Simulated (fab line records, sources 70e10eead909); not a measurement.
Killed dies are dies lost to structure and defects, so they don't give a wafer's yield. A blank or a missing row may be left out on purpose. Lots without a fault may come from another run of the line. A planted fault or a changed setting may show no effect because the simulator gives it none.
Chamber matching | flow nand_harc | NHARC_P_M2_ETCH_35 on rie_diel-06: 4 sister chambers
The step etches the open film in N2/H2, target depth 40 nm, overetch 12 nm, time 43.94 s. 4 wafers are shown with their chamber, then 6 later ones without.

WAFERS WITH THEIR CHAMBER
wafer  | chamber | drypump_motor_current_A (A)
L086.2 | 2       | 5.9
L087.3 | 3       | 5.3
L092.3 | 1       | 5.5
L092.5 | 0       | 5.3

WAFERS WITHOUT THEIR CHAMBER
wafer  | drypump_motor_current_A (A)
L094.2 | 5.9
L094.4 | 5.2
L094.5 | 5.2
L095.3 | 5.3
L095.5 | 5.9
L095.6 | 5.5

WHICH CHAMBER EACH WENT THROUGH
wafer  | from the rows above     | in truth
L094.2 | 2                       | 2
L094.4 | can't be placed: 0 or 3 | 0
L094.5 | can't be placed: 0 or 3 | 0
L095.3 | can't be placed: 0 or 3 | 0
L095.5 | 2                       | 2
L095.6 | 1                       | 1
Placed correctly: 3 of 6. Can't be placed from these rows: 3 (the true chamber is among the candidates in 3). Placed wrongly: 0.
How it was worked out, from the rows above alone: a wafer's distance from a chamber is the root of the sum, over the readings, of the square of ((its reading less the chamber's mean) divided by the reading's scatter). The wafer belongs to the nearest chamber; if the next one is less than 2 further off, it can't be placed. A chamber's mean is the mean of its shown wafers. The scatter: with one shown wafer a chamber, the root of the mean of the squares of how far each hidden wafer lies from its nearest shown one.
